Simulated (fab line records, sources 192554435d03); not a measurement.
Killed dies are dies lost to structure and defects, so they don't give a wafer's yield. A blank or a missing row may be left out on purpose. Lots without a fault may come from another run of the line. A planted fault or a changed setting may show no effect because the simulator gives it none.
fab line records | flow n5_finfet
record lots=24 wafers=72 last_day=17
route steps=1938 shown BEOL_M2@844
lots that met no fault: from a run of the same line without faults
start_h: hours from the record's first day to the start of the lot's first wafer shown | wait_h: hours since the lot's step before | " the same as in the row above | L1.1+2: a row that stands for several wafers | - no value, or no start given | * or withheld: withheld | < > ~ a bound
route shown NAME@n: a module of which the file shows steps, and the number in the route of the first | usual: mean/standard deviation of fault-free wafers | same: alike in all rows | chamber/n: place in a boat | sites: the reading at each site | _std_site: their standard deviation | _edge_site: outer sites' mean less inner sites' | radius_mm: how far each site lies from the wafer's centre | mask NAME#n: copy n | behind: the tool/chamber that last shaped the wafer | hold: why the lot was held/for how many hours/how that ended | device: the transistor (n, p or np) that didn't switch | end of line: the same wafers' tests at the end of the route | a step without rows: its recipe alone | killed: dies lost to structure and defects at the first sort, not the wafer's yield | map: a wafer's dies, x killed, . not, _ none there
set.NAME: the setting as run; set.NAME@STEP: as run at that earlier step | model.NAME: the simulator's own value behind a step, which no gauge read
steps of the route over a sample of lots; a table a step, a row a wafer
services: from which hour (start_h, from the record's first day; less than 0 if before it) a tool's chamber was out of use, for how many hours, and why
## steps
# step N5_BEOL_M2_HM_DEP_02
# recipe material=TiN target_thk_a=200 temp_c=25 chamber_pressure_pa=0.49996
# usual throttle_valve_pct=29.7/0.92
# columns lot.wafer tool chamber start_h wait_h throttle_valve_pct
L074.1 pvd_sputter-02 - 129.27 0.1 31.1
L074.2 " - " " 28.8
L074.4 " - " " 29.9
L075.3 pvd_sputter-03 - 144.65 0.2 29.5
L075.4 " - " " 27.8
L075.6 " - " " 30.6
L076.1 pvd_sputter-03 - 144.77 0.0 29.7
L076.2 " - " " 30.4
L076.4 " - " " 27.6
L077.1 pvd_sputter-01 - 151.98 1.2 28.5
L077.2 " - " " 30.2
L077.5 " - " " 30.7
L078.2 pvd_sputter-03 - 159.50 2.3 29.6
L078.3 " - " " 29.7
L078.5 " - " " 29.6
L079.1 pvd_sputter-01 - 161.76 0.0 30.6
L079.2 " - " " 30.1
L079.6 " - " " 30.1
L080.1 pvd_sputter-01 - 166.98 0.0 30.2
L080.2 " - " " 30.2
L080.4 " - " " 28.7
L081.2 pvd_sputter-03 - 176.61 3.4 27.6
L081.3 " - " " 30.5
L081.6 " - " " 27.6
L082.1 pvd_sputter-01 - 176.87 1.0 28.9
L082.2 " - " " 30.6
L082.6 " - " " 30.3
L083.1 pvd_sputter-01 - 183.72 1.0 30.3
L083.2 " - " " 30.5
L083.5 " - " " 28.4
L084.2 pvd_sputter-02 - 188.77 0.1 28.6
L084.4 " - " " 29.7
L084.5 " - " " 31.1
L085.1 pvd_sputter-01 - 200.64 0.2 28.7
L085.3 " - " " 30.2
L085.5 " - " " 30.8
L086.1 pvd_sputter-02 - 205.23 0.7 28.8
L086.4 " - " " 29.0
L086.5 " - " " 31.0
L087.1 pvd_sputter-02 - 207.97 0.3 28.8
L087.4 " - " " 28.9
L087.5 " - " " 29.8
L088.1 pvd_sputter-02 - 216.27 0.2 28.7
L088.3 " - " " 29.1
L088.6 " - " " 28.8
L089.3 pvd_sputter-01 - 220.30 0.3 28.7
L089.4 " - " " 30.6
L089.6 " - " " 30.4
L090.4 pvd_sputter-03 - 230.31 1.0 29.6
L090.5 " - " " 30.8
L090.6 " - " " 29.9
L091.2 pvd_sputter-02 - 231.84 0.4 31.2
L091.3 " - " " 29.8
L091.5 " - " " 28.8
L092.2 pvd_sputter-01 - 237.69 1.8 30.4
L092.4 " - " " 30.1
L092.5 " - " " 28.7
L093.1 pvd_sputter-03 - 241.92 0.1 29.8
L093.5 " - " " 29.7
L093.6 " - " " 30.0
L094.2 pvd_sputter-03 - 255.43 0.4 30.6
L094.4 " - " " 27.7
L094.6 " - " " 30.5
L095.1 pvd_sputter-01 - 256.64 0.3 30.3
L095.3 " - " " 30.3
L095.5 " - " " 30.3
L097.2 pvd_sputter-02 - 269.36 2.6 28.4
L097.3 " - " " 29.4
L097.4 " - " " 29.1
L096.2 pvd_sputter-02 - 269.46 2.4 29.6
L096.4 " - " " 29.2
L096.6 " - " " 31.2
# step N5_BEOL_M2_ETCH_64
# recipe chemistry=N2/H2 target=SOC target_depth_a=750 overetch_a=225 mask_material=SiARC temp_c=40 time_s=121.9 ion_energy_ev=200 pressure_mtorr=30 source_w=840 bias_w=150 n2_flow_sccm=200 h2_flow_sccm=200
# usual drypump_motor_current_A=5.7/0.45 oes_product_au=0.59/0.062 rf_fwd_power_W=837.0/2.7 rf_vpp_V=525/3.1 showerhead_plenum_p_Torr=2.59/0.11 temp_c=40.01/0.12 throttle_valve_pct=17.9/0.31
# columns lot.wafer tool chamber start_h wait_h drypump_motor_current_A oes_product_au rf_fwd_power_W rf_hours_counter_h rf_vpp_V showerhead_plenum_p_Torr temp_c throttle_valve_pct
L074.1 rie_diel-04 0 129.87 0.0 5.5 0.68 835.5 23 529 2.72 39.74 17.8
L074.2 " 3 " " 5.1 0.54 839.7 187 521 2.45 40.03 18.0
L074.4 " 2 " " 5.1 0.63 839.0 48 528 2.67 40.03 17.4
L075.3 rie_diel-04 0 145.65 0.0 5.5 0.68 838.6 29 529 2.72 39.97 17.9
L075.4 " 2 " " 5.1 0.63 839.6 53 528 2.67 39.69 17.4
L075.6 " 1 " " 5.8 0.70 836.0 - 523 2.48 40.02 17.7
L076.1 rie_diel-01 0 145.68 0.0 6.5 0.64 838.5 58 523 2.59 39.73 17.6
L076.2 " 1 " " 5.7 0.56 834.6 185 520 2.43 40.03 17.9
L076.4 " 3 " " 5.7 0.57 837.2 - 527 2.68 39.97 18.1
L077.1 rie_diel-03 0 152.57 0.0 6.3 0.56 834.0 171 526 2.66 40.18 18.2
L077.2 " 2 " " 6.0 0.59 838.3 136 521 2.43 40.16 17.6
L077.5 " 3 " " 5.6 0.53 836.3 - 526 2.62 40.05 18.1
L078.2 rie_diel-01 3 160.19 0.0 5.7 0.56 836.3 180 526 2.68 39.91 18.1
L078.3 " 2 " " 5.0 0.75 841.2 3 528 2.73 39.94 18.0
L078.5 " 3 " " 5.7 0.58 837.5 - 526 2.68 39.85 18.1
L079.1 rie_diel-03 1 162.48 0.0 5.2 0.67 835.3 47 527 2.68 39.87 17.3
L079.2 " 2 " " 6.0 0.59 838.0 140 520 2.43 39.93 17.6
L079.6 " 3 " " 5.7 0.52 833.0 - 527 2.61 39.95 18.2
L080.1 rie_diel-01 2 167.89 0.0 5.1 0.74 838.8 6 528 2.73 40.03 18.0
L080.2 " 1 " " 5.7 0.55 836.0 192 518 2.43 39.84 17.9
L080.4 " 0 " " 6.5 0.63 840.2 65 524 2.59 40.09 17.6
L081.2 rie_diel-03 3 177.33 0.0 5.6 0.53 837.0 202 527 2.61 39.93 18.2
L081.3 " 1 " " 5.2 0.66 835.1 53 529 2.68 39.92 17.3
L081.6 " 1 " " 5.2 0.66 840.5 - 528 2.68 39.89 17.3
L082.1 rie_diel-03 2 177.59 0.0 6.0 0.59 837.2 146 521 2.43 39.96 17.6
L082.2 " 1 " " 5.2 0.66 833.9 53 528 2.68 40.11 17.3
L082.6 " 1 " " 5.2 0.67 832.9 - 528 2.68 40.06 17.3
L083.1 rie_diel-01 1 184.32 0.0 5.8 0.55 841.7 199 519 2.43 40.09 17.9
L083.2 " 0 " " 6.5 0.62 834.9 71 523 2.59 39.95 17.6
L083.5 " 2 " " 5.0 0.72 843.1 - 529 2.73 40.18 18.0
L084.2 rie_diel-03 2 189.79 0.0 6.0 0.59 838.8 152 522 2.42 40.00 17.7
L084.4 " 2 " " 6.0 0.58 843.0 - 521 2.42 40.05 17.7
L084.5 " 0 " " 6.3 0.55 837.2 - 526 2.65 39.74 18.3
L085.1 rie_diel-03 0 202.14 0.0 6.3 0.55 837.6 193 526 2.65 40.04 18.3
L085.3 " 3 " " 5.7 0.52 832.0 212 525 2.61 40.00 18.2
L085.5 " 2 " " 6.0 0.58 836.6 - 520 2.42 39.89 17.7
L086.1 rie_diel-03 2 206.15 0.0 6.0 0.58 836.3 163 521 2.42 39.82 17.7
L086.4 " 3 " " 5.6 0.53 831.8 215 526 2.61 40.07 18.2
L086.5 " 1 " " 5.2 0.65 836.5 - 529 2.67 39.94 17.3
L087.1 rie_diel-03 2 208.95 0.0 6.0 0.58 835.3 164 521 2.42 39.86 17.7
L087.4 " 0 " " 6.2 0.54 834.0 197 526 2.65 40.05 18.3
L087.5 " 0 " " 6.3 0.54 835.4 - 526 2.65 39.99 18.3
L088.1 rie_diel-03 1 217.06 0.0 5.2 0.64 833.4 69 527 2.67 40.14 17.3
L088.3 " 3 " " 5.6 0.52 834.0 221 525 2.60 39.86 18.2
L088.6 " 2 " " 6.0 0.57 836.1 - 521 2.42 40.03 17.7
L089.3 rie_diel-01 3 221.63 0.0 5.7 0.55 835.9 207 526 2.67 40.00 18.2
L089.4 " 2 " " 5.0 0.70 839.1 31 528 2.72 39.95 18.0
L089.6 " 0 " " 6.5 0.60 836.5 - 526 2.58 39.94 17.7
L090.4 rie_diel-03 0 231.74 0.0 6.3 0.54 843.3 209 527 2.64 40.21 18.3
L090.5 " 1 " " 5.2 0.64 834.6 - 529 2.67 40.05 17.4
L090.6 " 0 " " 6.3 0.53 833.2 - 526 2.64 40.18 18.3
L091.2 rie_diel-03 0 232.76 0.0 6.3 0.53 838.6 210 526 2.64 40.22 18.3
L091.3 " 3 " " 5.6 0.51 831.5 229 525 2.60 40.04 18.2
L091.5 " 2 " " 6.0 0.56 832.8 - 519 2.41 40.12 17.7
L092.2 rie_diel-01 3 238.40 0.0 5.7 0.55 834.8 215 527 2.67 40.00 18.2
L092.4 " 0 " " 6.5 0.60 836.0 98 526 2.58 39.94 17.7
L092.5 " 1 " " 5.8 0.53 839.2 - 519 2.42 40.18 18.0
L093.1 rie_diel-03 1 242.90 0.0 5.2 0.63 837.7 82 527 2.66 40.05 17.4
L093.5 " 2 " " 6.0 0.56 840.3 - 520 2.41 40.19 17.7
L093.6 " 1 " " 5.2 0.64 839.4 - 528 2.66 39.97 17.4
L094.2 rie_diel-01 2 256.16 0.0 5.0 0.68 839.6 47 528 2.71 40.03 18.0
L094.4 " 3 " " 5.7 0.54 836.4 224 526 2.66 40.00 18.2
L094.6 " 0 " " 6.5 0.60 838.7 - 524 2.57 39.96 17.7
L095.1 rie_diel-04 2 257.24 0.0 5.1 0.62 843.5 67 528 2.66 39.92 17.5
L095.3 " 3 " " 5.0 0.53 836.9 207 521 2.44 40.08 18.1
L095.5 " 1 " " 5.8 0.68 833.1 - 524 2.48 39.98 17.7
L097.2 rie_diel-01 1 269.96 0.0 5.8 0.53 836.6 239 519 2.41 39.97 18.0
L097.3 " 2 " " 5.0 0.67 838.2 52 528 2.71 40.12 18.0
L097.4 " 3 " " 5.7 0.55 836.6 228 527 2.66 40.14 18.2
L096.2 rie_diel-03 0 270.06 0.0 6.3 0.53 838.6 225 527 2.63 40.04 18.3
L096.4 " 3 " " 5.7 0.51 834.4 246 526 2.59 39.85 18.3
L096.6 " 0 " " 6.3 0.53 840.2 - 525 2.63 40.03 18.3
# step N5_BEOL_M2_ETCHBACK_99
# recipe chemistry=CHF3 target=SiO2 target_depth_a=50 time_s=10.4 source_w=215 bias_w=47 Ar_flow_sccm=200 CHF3_flow_sccm=12 ion_energy_ev=100 pressure_mtorr=30
# usual drypump_motor_current_A=5.7/0.47 mfc_ar_sccm=200.0/0.6 oes_product_au=0.78/0.086 rf_fwd_power_W=212.5/1.1 rf_vpp_V=244/7.1 showerhead_plenum_p_Torr=2.19/0.091 throttle_valve_pct=17.14/0.2
# columns lot.wafer tool chamber start_h wait_h drypump_motor_current_A mfc_ar_sccm oes_product_au rf_fwd_power_W rf_hours_counter_h rf_vpp_V showerhead_plenum_p_Torr throttle_valve_pct
L074.1 rie_diel-01 2 132.84 1.8 5.1 198.9 0.69 213.3 250 237 2.03 17.47
L074.2 " 0 " " 6.5 199.6 0.85 212.9 52 240 2.21 16.90
L074.4 " 3 " " 5.7 199.9 0.74 213.0 170 258 2.24 17.07
L076.1 rie_diel-01 0 146.96 0.1 6.5 200.9 0.84 212.6 59 243 2.21 16.92
L076.2 " 3 " " 5.7 199.6 0.74 212.8 177 258 2.23 17.11
L076.4 " 3 " " 5.7 200.9 0.73 212.0 - 258 2.23 17.11
L075.3 rie_diel-04 0 147.09 0.5 5.6 198.9 0.88 213.6 29 241 2.31 17.11
L075.4 " 1 " " 5.9 200.9 0.90 212.2 23 231 2.11 16.95
L075.6 " 2 " " 5.1 200.3 0.85 212.1 - 248 2.29 16.91
L077.1 rie_diel-01 0 155.71 2.2 6.5 200.3 0.83 213.5 61 241 2.21 16.92
L077.2 " 1 " " 5.8 199.2 0.72 213.1 188 237 2.06 17.05
L077.5 " 3 " " 5.7 199.7 0.75 214.1 - 258 2.23 17.11
L078.2 rie_diel-03 2 165.36 3.7 6.0 199.6 0.79 212.7 141 243 2.06 17.05
L078.3 " 0 " " 6.3 199.6 0.72 211.5 175 243 2.23 17.31
L078.5 " 0 " " 6.3 199.4 0.71 211.0 - 243 2.23 17.32
L079.1 rie_diel-01 3 165.40 1.8 5.7 200.1 0.75 213.7 182 258 2.23 17.09
L079.2 " 2 " " 5.0 200.6 0.99 213.4 5 241 2.30 17.05
L079.6 " 0 " " 6.5 200.9 0.84 213.6 - 242 2.21 16.92
L080.1 rie_diel-04 0 171.50 2.1 5.5 201.2 0.86 213.8 38 239 2.30 17.12
L080.2 " 1 " " 5.8 200.5 0.89 212.7 32 232 2.11 16.98
L080.4 " 3 " " 5.0 200.8 0.72 212.0 202 238 2.06 17.20
L081.2 rie_diel-03 0 178.74 0.3 6.3 200.2 0.71 211.3 180 243 2.23 17.35
L081.3 " 1 " " 5.1 199.7 0.89 211.8 54 249 2.29 16.83
L081.6 " 0 " " 6.3 199.5 0.71 212.1 - 243 2.23 17.33
L082.1 rie_diel-01 1 179.02 0.1 5.8 200.0 0.71 213.1 197 237 2.05 17.06
L082.2 " 3 " " 5.7 200.1 0.74 213.9 188 256 2.23 17.12
L082.6 " 0 " " 6.6 200.2 0.84 213.5 - 241 2.21 16.94
L083.1 rie_diel-03 0 192.63 6.6 6.2 200.0 0.71 212.6 187 243 2.22 17.36
L083.2 " 3 " " 5.6 201.0 0.68 210.6 210 252 2.22 17.55
L083.5 " 3 " " 5.6 199.3 0.69 210.5 - 252 2.22 17.55
L084.2 rie_diel-01 2 193.65 2.6 5.0 199.7 0.94 212.6 17 240 2.29 17.06
L084.4 " 1 " " 5.7 200.4 0.71 212.9 203 237 2.05 17.07
L084.5 " 2 " " 5.1 199.7 0.95 212.4 - 240 2.29 17.07
L085.1 rie_diel-03 1 207.09 3.6 5.2 200.5 0.88 211.2 64 250 2.28 16.85
L085.3 " 0 " " 6.3 199.6 0.69 213.0 196 241 2.22 17.36
L085.5 " 1 " " 5.2 200.2 0.88 211.5 - 249 2.28 16.86
L086.1 rie_diel-01 3 211.69 3.0 5.6 199.7 0.73 212.8 203 258 2.22 17.14
L086.4 " 2 " " 5.0 199.7 0.93 212.1 26 240 2.29 17.08
L086.5 " 1 " " 5.7 199.9 0.71 212.5 - 238 2.05 17.08
L087.1 rie_diel-03 1 219.33 9.2 5.2 200.2 0.88 212.3 71 249 2.28 16.84
L087.4 " 3 " " 5.6 199.4 0.68 210.0 222 252 2.22 17.56
L087.5 " 0 " " 6.3 200.2 0.69 213.0 - 241 2.22 17.39
L088.1 rie_diel-03 0 220.18 1.9 6.3 199.6 0.69 212.0 203 241 2.22 17.37
L088.3 " 2 " " 6.0 199.9 0.78 211.6 170 242 2.06 17.09
L088.6 " 0 " " 6.3 199.8 0.70 212.1 - 243 2.22 17.36
L089.3 rie_diel-03 0 227.15 3.8 6.3 199.0 0.69 211.9 206 243 2.22 17.39
L089.4 " 3 " " 5.6 199.8 0.68 210.7 226 252 2.22 17.56
L089.6 " 1 " " 5.2 200.5 0.88 211.9 - 251 2.28 16.86
L090.4 rie_diel-01 3 234.11 1.0 5.7 199.7 0.72 212.8 214 257 2.22 17.15
L090.5 " 1 " " 5.8 200.1 0.70 212.5 - 238 2.04 17.11
L090.6 " 2 " " 5.0 199.7 0.91 213.6 - 240 2.29 17.12
L091.2 rie_diel-01 3 236.93 2.7 5.7 199.7 0.71 212.2 215 257 2.22 17.17
L091.3 " 1 " " 5.8 199.6 0.69 212.1 226 236 2.04 17.12
L091.5 " 2 " " 5.0 198.9 0.90 212.4 - 240 2.29 17.11
L092.2 rie_diel-03 3 240.45 0.1 5.6 199.2 0.66 209.7 233 254 2.21 17.59
L092.4 " 1 " " 5.2 199.1 0.87 210.7 81 248 2.28 16.88
L092.5 " 3 " " 5.6 199.6 0.66 211.5 - 253 2.21 17.59
L093.1 rie_diel-03 0 247.73 3.3 6.2 200.0 0.69 211.9 217 243 2.21 17.39
L093.5 " 2 " " 6.0 199.6 0.75 213.0 - 241 2.05 17.12
L093.6 " 1 " " 5.1 199.9 0.86 212.5 - 249 2.28 16.89
L094.2 rie_diel-04 1 265.27 8.0 5.8 200.2 0.89 211.4 40 233 2.11 17.00
L094.4 " 3 " " 5.0 200.4 0.71 212.6 210 237 2.05 17.21
L094.6 " 1 " " 5.8 200.9 0.88 212.1 - 231 2.11 16.98
L095.1 rie_diel-01 3 270.69 12.4 5.6 200.8 0.71 214.3 229 257 2.21 17.19
L095.3 " 1 " " 5.8 199.2 0.68 213.3 240 237 2.04 17.12
L095.5 " 3 " " 5.7 201.2 0.71 213.7 - 257 2.21 17.19
L097.2 rie_diel-01 0 274.20 3.0 6.5 199.5 0.78 212.0 113 241 2.19 17.01
L097.3 " 1 " " 5.7 199.6 0.68 212.7 241 238 2.04 17.13
L097.4 " 3 " " 5.7 199.2 0.71 212.5 230 258 2.21 17.19
L096.2 rie_diel-01 1 278.48 7.1 5.8 200.9 0.68 212.9 243 236 2.04 17.15
L096.4 " 2 " " 5.1 200.2 0.89 213.4 55 240 2.28 17.14
L096.6 " 1 " " 5.8 200.3 0.68 212.9 - 237 2.04 17.13
# step N5_BEOL_M2_CD_MEAS_35
# recipe target_cd_nm=18 target_cd_y_nm=22.2 polarity=opening
# usual cd_nm=18.0/0.43
# columns lot.wafer tool chamber start_h wait_h cd_nm
L074.1 cd_sem-03 - 133.39 0.0 18.9
L074.2 " - " " 18.0
L074.4 " - " " 17.7
L076.1 cd_sem-01 - 147.50 0.0 18.3
L076.2 " - " " 18.1
L076.4 " - " " 17.7
L075.3 cd_sem-02 - 147.64 0.0 18.0
L075.4 " - " " 18.4
L075.6 " - " " 18.3
L077.1 cd_sem-01 - 156.27 0.0 18.0
L077.2 " - " " 17.7
L077.5 " - " " 18.5
L078.2 cd_sem-03 - 165.91 0.0 18.0
L078.3 " - " " 17.5
L078.5 " - " " 17.9
L079.1 cd_sem-01 - 165.94 0.0 18.3
L079.2 " - " " 17.5
L079.6 " - " " 18.5
L080.1 cd_sem-03 - 172.05 0.0 18.4
L080.2 " - " " 17.8
L080.4 " - " " 18.2
L081.2 cd_sem-03 - 179.29 0.0 17.2
L081.3 " - " " 17.3
L081.6 " - " " 17.6
L082.1 cd_sem-02 - 179.57 0.0 18.6
L082.2 " - " " 18.1
L082.6 " - " " 18.5
L083.1 cd_sem-02 - 193.17 0.0 18.6
L083.2 " - " " 18.1
L083.5 " - " " 17.9
L084.2 cd_sem-01 - 194.20 0.0 17.8
L084.4 " - " " 18.1
L084.5 " - " " 17.9
L085.1 cd_sem-03 - 207.64 0.0 18.2
L085.3 " - " " 18.0
L085.5 " - " " 18.1
L086.1 cd_sem-02 - 212.24 0.0 18.2
L086.4 " - " " 18.0
L086.5 " - " " 18.2
L087.1 cd_sem-01 - 219.88 0.0 17.4
L087.4 " - " " 17.8
L087.5 " - " " 18.0
L088.1 cd_sem-02 - 220.73 0.0 17.5
L088.3 " - " " 18.2
L088.6 " - " " 18.0
L089.3 cd_sem-02 - 227.70 0.0 16.8
L089.4 " - " " 17.9
L089.6 " - " " 17.8
L090.4 cd_sem-03 - 234.68 0.0 18.3
L090.5 " - " " 18.5
L090.6 " - " " 19.0
L091.2 cd_sem-02 - 237.48 0.0 18.9
L091.3 " - " " 18.7
L091.5 " - " " 18.1
L092.2 cd_sem-02 - 241.00 0.0 17.3
L092.4 " - " " 16.9
L092.5 " - " " 17.3
L093.1 cd_sem-03 - 248.28 0.0 17.8
L093.5 " - " " 17.7
L093.6 " - " " 17.7
L094.2 cd_sem-02 - 265.82 0.0 17.6
L094.4 " - " " 17.4
L094.6 " - " " 18.3
L095.1 cd_sem-01 - 271.24 0.0 18.3
L095.3 " - " " 17.8
L095.5 " - " " 17.7
L097.2 cd_sem-02 - 274.76 0.0 18.6
L097.3 " - " " 18.0
L097.4 " - " " 17.3
L096.2 cd_sem-03 - 279.03 0.0 18.9
L096.4 " - " " 17.8
L096.6 " - " " 18.9
# step N5_BEOL_M2_PRE_CLEAN_45
# recipe gas=H2/He time_s=30 temp_c=250
# usual heater_power_w=326/43
# columns lot.wafer tool chamber start_h wait_h heater_power_w
L074.1 pvd_sputter-03 - 134.69 0.0 348
L074.2 " - " " 438
L074.4 " - " " 294
L076.1 pvd_sputter-02 - 148.10 0.0 289
L076.2 " - " " 347
L076.4 " - " " 289
L075.3 pvd_sputter-03 - 148.40 0.0 302
L075.4 " - " " 415
L075.6 " - " " 350
L077.1 pvd_sputter-03 - 156.42 0.0 306
L077.2 " - " " 306
L077.5 " - " " 301
L078.2 pvd_sputter-01 - 166.35 0.0 300
L078.3 " - " " 288
L078.5 " - " " 341
L079.1 pvd_sputter-01 - 166.43 0.0 353
L079.2 " - " " 345
L079.6 " - " " 287
L080.1 pvd_sputter-03 - 172.40 0.0 348
L080.2 " - " " 300
L080.4 " - " " 427
L081.2 pvd_sputter-01 - 179.44 0.0 377
L081.3 " - " " 302
L081.6 " - " " 297
L082.1 pvd_sputter-02 - 179.73 0.0 289
L082.2 " - " " 278
L082.6 " - " " 364
L083.1 pvd_sputter-01 - 193.45 0.0 347
L083.2 " - " " 294
L083.5 " - " " 303
L084.2 pvd_sputter-02 - 194.28 0.0 279
L084.4 " - " " 286
L084.5 " - " " 292
L085.1 pvd_sputter-03 - 207.76 0.0 431
L085.3 " - " " 298
L085.5 " - " " 427
L086.1 pvd_sputter-01 - 212.45 0.0 302
L086.4 " - " " 360
L086.5 " - " " 337
L087.1 pvd_sputter-01 - 220.26 0.0 342
L087.4 " - " " 362
L087.5 " - " " 345
L088.1 pvd_sputter-03 - 220.87 0.0 296
L088.3 " - " " 424
L088.6 " - " " 302
L089.3 pvd_sputter-02 - 228.27 0.0 291
L089.4 " - " " 291
L089.6 " - " " 282
L090.4 pvd_sputter-01 - 235.06 0.0 345
L090.5 " - " " 299
L090.6 " - " " 342
L091.2 pvd_sputter-03 - 238.32 0.0 300
L091.3 " - " " 305
L091.5 " - " " 302
L092.2 pvd_sputter-03 - 241.32 0.0 419
L092.4 " - " " 310
L092.5 " - " " 427
L093.1 pvd_sputter-02 - 248.48 0.0 354
L093.5 " - " " 290
L093.6 " - " " 290
L094.2 pvd_sputter-03 - 266.14 0.0 298
L094.4 " - " " 299
L094.6 " - " " 303
L095.1 pvd_sputter-03 - 271.36 0.0 310
L095.3 " - " " 308
L095.5 " - " " 416
L097.2 pvd_sputter-02 - 274.86 0.0 343
L097.3 " - " " 287
L097.4 " - " " 294
L096.2 pvd_sputter-02 - 279.56 0.0 286
L096.4 " - " " 285
L096.6 " - " " 281
# step N5_BEOL_M2_SPUTTER_92
# recipe material=Cu target_thk_a=45 temp_c=-20 chamber_pressure_pa=0.07 power_w=withheld time_s=8.29
# usual throttle_valve_pct=29.7/0.95
# columns lot.wafer tool chamber start_h wait_h throttle_valve_pct
L074.1 pvd_sputter-03 - 136.95 0.1 30.0
L074.2 " - " " 27.7
L074.4 " - " " 30.4
L076.1 pvd_sputter-01 - 150.94 0.1 28.6
L076.2 " - " " 30.2
L076.4 " - " " 30.1
L075.3 pvd_sputter-03 - 152.18 0.1 29.7
L075.4 " - " " 27.6
L075.6 " - " " 27.5
L077.1 pvd_sputter-03 - 158.58 0.1 29.8
L077.2 " - " " 29.7
L077.5 " - " " 27.5
L078.2 pvd_sputter-02 - 168.22 0.1 29.8
L078.3 " - " " 31.4
L078.5 " - " " 29.6
L079.1 pvd_sputter-01 - 168.44 0.1 30.7
L079.2 " - " " 28.6
L079.6 " - " " 30.4
L080.1 pvd_sputter-03 - 175.99 0.1 27.8
L080.2 " - " " 29.9
L080.4 " - " " 30.5
L081.2 pvd_sputter-02 - 181.39 0.1 29.9
L081.3 " - " " 29.0
L081.6 " - " " 29.7
L082.1 pvd_sputter-01 - 182.88 0.1 30.1
L082.2 " - " " 30.8
L082.6 " - " " 30.4
L083.1 pvd_sputter-01 - 195.36 0.1 30.6
L083.2 " - " " 30.0
L083.5 " - " " 30.1
L084.2 pvd_sputter-02 - 196.11 0.1 29.0
L084.4 " - " " 29.7
L084.5 " - " " 31.0
L085.1 pvd_sputter-03 - 209.64 0.1 29.7
L085.3 " - " " 27.7
L085.5 " - " " 29.5
L086.1 pvd_sputter-02 - 215.45 0.1 28.9
L086.4 " - " " 31.2
L086.5 " - " " 31.3
L087.1 pvd_sputter-02 - 222.13 0.1 29.8
L087.4 " - " " 29.4
L087.5 " - " " 29.6
L088.1 pvd_sputter-03 - 222.80 0.1 27.6
L088.3 " - " " 29.7
L088.6 " - " " 27.5
L089.3 pvd_sputter-01 - 230.18 0.1 30.3
L089.4 " - " " 30.7
L089.6 " - " " 30.0
L090.4 pvd_sputter-01 - 237.17 0.1 30.7
L090.5 " - " " 28.8
L090.6 " - " " 30.5
L091.2 pvd_sputter-03 - 240.24 0.1 30.6
L091.3 " - " " 29.6
L091.5 " - " " 29.4
L092.2 pvd_sputter-01 - 243.23 0.1 28.7
L092.4 " - " " 29.8
L092.5 " - " " 30.5
L093.1 pvd_sputter-02 - 250.45 0.1 30.6
L093.5 " - " " 29.1
L093.6 " - " " 31.1
L094.2 pvd_sputter-02 - 268.30 0.1 31.2
L094.4 " - " " 28.8
L094.6 " - " " 29.6
L095.1 pvd_sputter-02 - 273.38 0.1 28.7
L095.3 " - " " 29.7
L095.5 " - " " 31.0
L097.2 pvd_sputter-02 - 278.26 0.1 28.8
L097.3 " - " " 30.9
L097.4 " - " " 29.7
L096.2 pvd_sputter-02 - 281.78 0.1 28.8
L096.4 " - " " 29.0
L096.6 " - " " 29.2
## services
# columns tool chamber start_h hours kind
rie_diel-01 1 119.12 7.1 repair
rie_diel-01 2 133.21 - clean
rie_diel-01 2 133.21 - consumable_replace:focus_ring
rie_diel-01 2 133.21 - consumable_replace:showerhead
rie_diel-01 2 133.21 16.2 scheduled_down
rie_diel-01 2 133.21 16.2 vent_cycle
rie_diel-03 0 159.33 1.3 repair
rie_diel-04 - 180.48 69.8 repair
rie_diel-03 1 185.26 8.8 repair
rie_diel-03 3 194.43 6.1 repair
rie_diel-03 3 280.33 - clean
rie_diel-03 3 280.33 - consumable_replace:focus_ring
rie_diel-03 3 280.33 19.1 scheduled_down
rie_diel-03 3 280.33 19.1 vent_cycle
## key
fault none
